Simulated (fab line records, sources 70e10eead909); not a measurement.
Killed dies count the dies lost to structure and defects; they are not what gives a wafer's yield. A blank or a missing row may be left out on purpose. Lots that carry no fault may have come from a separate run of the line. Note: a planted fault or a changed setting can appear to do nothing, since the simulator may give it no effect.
The tool behind it: which one? + flow nand harc + 13 lots, 39 wafers sampled, at 5 steps of a route of 1302

WHAT THE GAUGES READ, wafer by wafer
NHARC_THIN_TSV_CD_MEAS_33: target cd 5000 nm. Usual: cd nm reads 5000.5 nm (standard deviation 2.6).
| lot  | measured     | on        | cd nm (nm)           | flag |
|------|--------------|-----------|----------------------|------|
| L195 | day 24 05:22 | cd sem-03 | 5003.5 5001.4 5006.0 |      |
| L196 | day 24 06:19 | cd sem-03 | 5005.5 5004.6 5004.9 |      |
| L197 | day 24 23:13 | cd sem-02 | 4999.3 4999.4 5000.8 |      |
| L199 | day 25 06:44 | cd sem-03 | 5002.1 5002.7 5000.5 |      |
| L198 | day 25 05:05 | cd sem-03 | 5002.6 5000.8 5004.7 |      |
| L200 | day 25 20:57 | cd sem-02 | 5002.0 5005.2 5000.2 |      |
| L201 | day 26 14:38 | cd sem-03 | 5004.3 5002.5 5001.5 |      |
| L202 | day 27 06:04 | cd sem-01 | 5000.0 4997.9 4995.2 |      |
| L203 | day 27 04:55 | cd sem-03 | 4995.9 4998.6 5000.6 |      |
| L204 | day 27 18:52 | cd sem-03 | 5000.7 4999.2 5000.2 |      |
| L205 | day 28 02:34 | cd sem-01 | 5005.1 5002.3 5006.8 |      |
| L216 | day 33 00:43 | cd sem-01 | 4998.0 5002.8 5000.1 |      |
| L217 | day 33 02:11 | cd sem-01 | 5000.3 5001.2 5001.0 |      |

NHARC_END_SORT_01. Usual: killed at array 59, standard deviation 16; killed at other 0.7, standard deviation 1.1; killed at periphery 4, standard deviation 3; killed dies 64, standard deviation 16; killed open 3.4, standard deviation 1.8; killed short 2.6, standard deviation 1.7.
| lot  | measured     | on        | killed at array | killed at other | killed at periphery | killed dies | killed open | killed short | flag |
|------|--------------|-----------|-----------------|-----------------|---------------------|-------------|-------------|--------------|------|
| L205 | day 28 12:23 | prober-02 | 119 84 70       | 1 2 2           | 6 7 6               | 126 93 78   | 6 4 4       | 3 1 5        |      |

TOOL THAT RAN EACH LOT (tool first, then ch and the chambers of the sampled wafers, then the start)
| lot  | NHARC_A_CHANNEL_FILL_D1_PRECLEAN_30 | NHARC_THIN_TSV_DEP_43           | NHARC_THIN_TSV_DESCUM_35           |
|------|-------------------------------------|---------------------------------|------------------------------------|
| L195 | wet bench-02 ch 0,5,6, day 10 18:59 | pecvd-01 ch 0,1,2, day 23 22:31 | rie diel-03 ch 0,1, day 24 05:31   |
| L196 | wet bench-07 ch 0,1,7, day 10 18:59 | pecvd-02 ch 1,2, day 23 23:37   | rie diel-08 ch 0,1,2, day 24 06:28 |
| L197 | wet bench-01 ch 2,4,6, day 11 15:59 | pecvd-01 ch 0,1,2, day 24 16:20 | rie diel-08 ch 0,1,3, day 24 23:23 |
| L199 | wet bench-07 ch 1,2,5, day 12 05:52 | pecvd-02 ch 0,1, day 24 23:06   | rie diel-01 ch 2,3, day 25 06:54   |
| L198 | wet bench-07 ch 3,6,7, day 12 12:11 | pecvd-01 ch 1,2, day 24 21:52   | rie diel-08 ch 1,3, day 25 05:17   |
| L200 | wet bench-01 ch 2,3,4, day 13 02:11 | pecvd-03 ch 0,2, day 25 14:13   | rie diel-03 ch 0,2,3, day 25 21:06 |
| L201 | wet bench-07 ch 4,5,6, day 13 02:11 | pecvd-01 ch 0,1,2, day 26 07:50 | rie diel-08 ch 0,1,2, day 26 14:49 |
| L202 | wet bench-02 ch 0,4,7, day 13 15:02 | pecvd-02 ch 0,1,2, day 26 23:17 | rie diel-03 ch 0,2,3, day 27 06:14 |
| L203 | wet bench-01 ch 4,5,6, day 13 22:17 | pecvd-02 ch 0,1,2, day 26 22:13 | rie diel-01 ch 0,1, day 27 05:04   |
| L204 | wet bench-01 ch 0,1,3, day 14 05:58 | pecvd-03 ch 0,1,2, day 27 12:05 | rie diel-01 ch 2,3, day 27 19:02   |
| L205 | wet bench-01 ch 0,2,4, day 14 23:34 | pecvd-03 ch 0,1,2, day 27 19:53 | rie diel-08 ch 2,3, day 28 02:44   |
| L216 | wet bench-02 ch 2,4,6, day 19 17:35 | pecvd-03 ch 0,1,2, day 32 18:03 | rie diel-03 ch 0,3, day 33 00:53   |
| L217 | wet bench-07 ch 1,2,6, day 19 17:39 | pecvd-02 ch 0,1,2, day 32 19:09 | rie diel-08 ch 2,3, day 33 02:20   |
- NHARC_A_CHANNEL_FILL_D1_PRECLEAN_30: cleans in dHF, time 30 s.
- NHARC_THIN_TSV_DEP_43: deposits SiO2, target thk 1328.5 nm.
- NHARC_THIN_TSV_DESCUM_35: chemistry O2, time 3 s.

AS READ BY THE TOOLS THEMSELVES (means over the sampled wafers that have a number; for cases with no such wafer, the mark the record gives instead)
NHARC_THIN_TSV_DEP_43. Usual: throttle valve pct reads 15.9 % (standard deviation 0.54).
| lot  | tool     | throttle valve pct (%) | flag |
|------|----------|------------------------|------|
| L195 | pecvd-01 | 15.9                   |      |
| L196 | pecvd-02 | 15.3                   |      |
| L197 | pecvd-01 | 16.2                   |      |
| L199 | pecvd-02 | 15.9                   |      |
| L198 | pecvd-01 | 15.9                   |      |
| L200 | pecvd-03 | 15.9                   |      |
| L201 | pecvd-01 | 16.4                   |      |
| L202 | pecvd-02 | 15.8                   |      |
| L203 | pecvd-02 | 15.9                   |      |
| L204 | pecvd-03 | 15.7                   |      |
| L205 | pecvd-03 | 15.7                   |      |
| L216 | pecvd-03 | 15.6                   |      |
| L217 | pecvd-02 | 16.2                   |      |

NHARC_THIN_TSV_DESCUM_35. Usual: value, then standard deviation, for each; drypump motor current A 5.7 A / 0.45; mfc ar sccm 0.004 sccm / 0.006; o2 flow sccm 200.0 sccm / 0.58; oes product au 1.001 a.u. / 0.013; rf vpp V 57.8 V / 0.9; showerhead plenum p Torr 1.90 Torr / 0.093; throttle valve pct 11.312 % / 0.0091.
| lot  | tool        | drypump motor current A (A) | mfc ar sccm (sccm) | o2 flow sccm (sccm) | oes product au (a.u.) | rf vpp V (V) | showerhead plenum p Torr (Torr) | throttle valve pct (%) | flag |
|------|-------------|-----------------------------|--------------------|---------------------|-----------------------|--------------|---------------------------------|------------------------|------|
| L195 | rie diel-03 | 5.3                         | 0.008              | 199.6               | 0.998                 | 57.8         | 1.90                            | 11.314                 |      |
| L196 | rie diel-08 | 5.8                         | 0.003              | 200.1               | 1.001                 | 57.5         | 1.83                            | 11.318                 |      |
| L197 | rie diel-08 | 6.0                         | 0.001              | 199.5               | 1.004                 | 57.8         | 1.79                            | 11.316                 |      |
| L199 | rie diel-01 | 6.2                         | 0.000              | 199.7               | 1.013                 | 58.1         | 1.93                            | 11.304                 |      |
| L198 | rie diel-08 | 6.0                         | 0.000              | 200.0               | 1.003                 | 57.3         | 1.79                            | 11.315                 |      |
| L200 | rie diel-03 | 5.5                         | 0.007              | 200.5               | 0.993                 | 58.2         | 2.00                            | 11.308                 |      |
| L201 | rie diel-08 | 5.8                         | 0.003              | 199.5               | 1.005                 | 57.9         | 1.82                            | 11.308                 |      |
| L202 | rie diel-03 | 5.5                         | 0.007              | 200.1               | 1.007                 | 58.6         | 2.00                            | 11.310                 |      |
| L203 | rie diel-01 | 5.9                         | 0.006              | 200.1               | 1.008                 | 58.2         | 1.99                            | 11.310                 |      |
| L204 | rie diel-01 | 6.2                         | 0.000              | 199.7               | 1.016                 | 58.0         | 1.93                            | 11.308                 |      |
| L205 | rie diel-08 | 5.7                         | 0.002              | 200.3               | 1.001                 | 57.5         | 1.83                            | 11.320                 |      |
| L216 | rie diel-03 | 5.7                         | 0.013              | 200.4               | 0.998                 | 58.2         | 1.98                            | 11.309                 |      |
| L217 | rie diel-08 | 5.6                         | 0.004              | 200.0               | 0.996                 | 56.6         | 1.87                            | 11.314                 |      |

THE ANSWER, worked out from the rows above alone
Rule: a lot counts as off when the mean over its wafers that have a number is more than 3 standard deviations away from the usual mean. Also off: a lot with no number at a reading for which 4 or more lots have one. All remaining lots with rows at the step are treated as sound. After the gauges, taken in route order, come the tools' own readings; for these a lot's mean is taken, as printed above. The first step at which some lot is off is used, and at that step the reading that is off furthest; a lot without a number counts as furthest.
No lot is off at any reading shown: from this, nothing can be told.

WHAT THE SIMULATOR HAD PUT IN
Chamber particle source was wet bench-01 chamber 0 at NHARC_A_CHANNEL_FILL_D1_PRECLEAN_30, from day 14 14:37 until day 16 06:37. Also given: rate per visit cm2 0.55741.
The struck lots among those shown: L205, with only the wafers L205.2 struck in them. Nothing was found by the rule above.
